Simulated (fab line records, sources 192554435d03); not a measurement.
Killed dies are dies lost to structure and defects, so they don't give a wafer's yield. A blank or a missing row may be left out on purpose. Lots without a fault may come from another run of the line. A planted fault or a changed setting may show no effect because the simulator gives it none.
Problem report in the 8D (eight disciplines) form, filled by code | flow n5_finfet | the parts of the form that need people (team, actions taken, sign-off) are left out

1. THE PROBLEM
time_to_endpoint_s at N5_ILD0_CMP_12 reads a mean of 50.1 s on 1 wafer of 1 lot; wafers without a fault read 28.8 s with a standard deviation of 2.2. That is +9.7 standard deviations from the usual mean.
The step: polishes SiNx, stops on poly-Si, t overpolish 6 s, target thk 17.67 nm.
First seen on wafer L768.3, day 8 13:52, on cmp-04. The record holds 27 wafers of 9 lots with a number at this step. Rule for "out", or "out of limits": more than 4 standard deviations from the usual mean. The other wafers with a number count as sound.

2. WHAT IT IS AND WHAT IT IS NOT
question                    | is                 | is not
which readings at this step | time_to_endpoint_s | motor_current_A, pad_life_wafers
which lots                  | L768               | L750, L754, L756, L757, L763, L764, L765, L771
which wafers of those lots  | L768.3             | L768.1, L768.6
read on which tools         | cmp-04             | cmp-01, cmp-02
when                        | from day 8 13:52   | up to then (23 sound wafers); but 3 sound wafers of L771 came after

3. SUSPECTS, AND WHAT RULES EACH OUT
Counting: a tool at a process step up to the reading stays a suspect if it ran every lot that is out. Sound lots after the first of them don't rule it out here, since some wafers of a struck lot are sound.
- rie_diel-04 at N5_SD_EPI_P_ETCH_47 (etches SiOCN in CH3F/O2, target depth 25 nm): kept. It ran the lot that is out, L768 (day 8 03:15); its last sound lot up to then is L764 (day 7 05:16).
- ald_sin-03 at N5_ILD0_ALD_15 (deposits SiNx, target thk 24 nm, pulse time 1 s, ald cycles 480): kept. It ran the lot that is out, L768 (day 8 11:37); its last sound lot up to then is L765 (day 7 16:41).
- cmp-04 at N5_ILD0_CMP_12 (polishes SiNx, stops on poly-Si, t overpolish 6 s, target thk 17.67 nm): kept. It ran the lot that is out, L768 (day 8 13:52); its last sound lot up to then is L765 (day 7 18:58). Its own readings are out on those wafers: time_to_endpoint_s.
- Within rie_diel-04 at N5_SD_EPI_P_ETCH_47: the wafers that are out ran in chamber 1; their sound lot-mates ran in chambers 2, 3.
- Within ald_sin-03 at N5_ILD0_ALD_15: the wafers that are out ran in chamber 3; their sound lot-mates ran in chambers 0, 2.
- Within cmp-04 at N5_ILD0_CMP_12: the wafers that are out ran in chamber 1; their sound lot-mates ran in chamber 0.
Left after counting: rie_diel-04 at N5_SD_EPI_P_ETCH_47, ald_sin-03 at N5_ILD0_ALD_15, cmp-04 at N5_ILD0_CMP_12.

4. THE CAUSE (what the simulator had put in)
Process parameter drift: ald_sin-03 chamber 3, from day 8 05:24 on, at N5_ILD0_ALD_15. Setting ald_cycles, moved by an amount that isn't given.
Counting left 3 suspects, and this tool is among them.

5. THE CHAIN OF EFFECTS, in route order
Each row: a reading whose mean over the struck wafers that have a number lies more than 3 standard deviations from the usual. Only readings for which the record gives a usual standard deviation are gone through. hours: the time from each lot's start at the first step in this table that gives one to its start at this step, as a median over the lots. sigmas: the change in usual standard deviations.
hours | step           | reading            | usual  | on struck wafers | change | sigmas
0     | N5_ILD0_CMP_12 | time_to_endpoint_s | 28.8 s | 50.1             | +21.3  | +9.7
The process steps in it:
- N5_ILD0_CMP_12: polishes SiNx, stops on poly-Si, t overpolish 6 s, target thk 17.67 nm.
Later measuring or inspecting steps at which every struck wafer that the step has a row for has a number for every such reading, and none has moved that far: N5_ILD0_THK_MEAS_13, N5_BEOL_M4_RC_MEAS_101.

6. WHAT WOULD HAVE CAUGHT IT SOONER
In this record the first reading out of limits was taken at day 8 13:52, 8 hours after the fault began at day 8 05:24.
Of the tool readings at N5_ILD0_ALD_15 for which the record gives a usual standard deviation, none was out on any struck wafer, so an alarm limit of 4 standard deviations on them would not have fired.
All the lots that are out (1) had begun N5_ILD0_ALD_15 on ald_sin-03 by day 8 13:52. A hold on the tool at that time would have spared none of them.
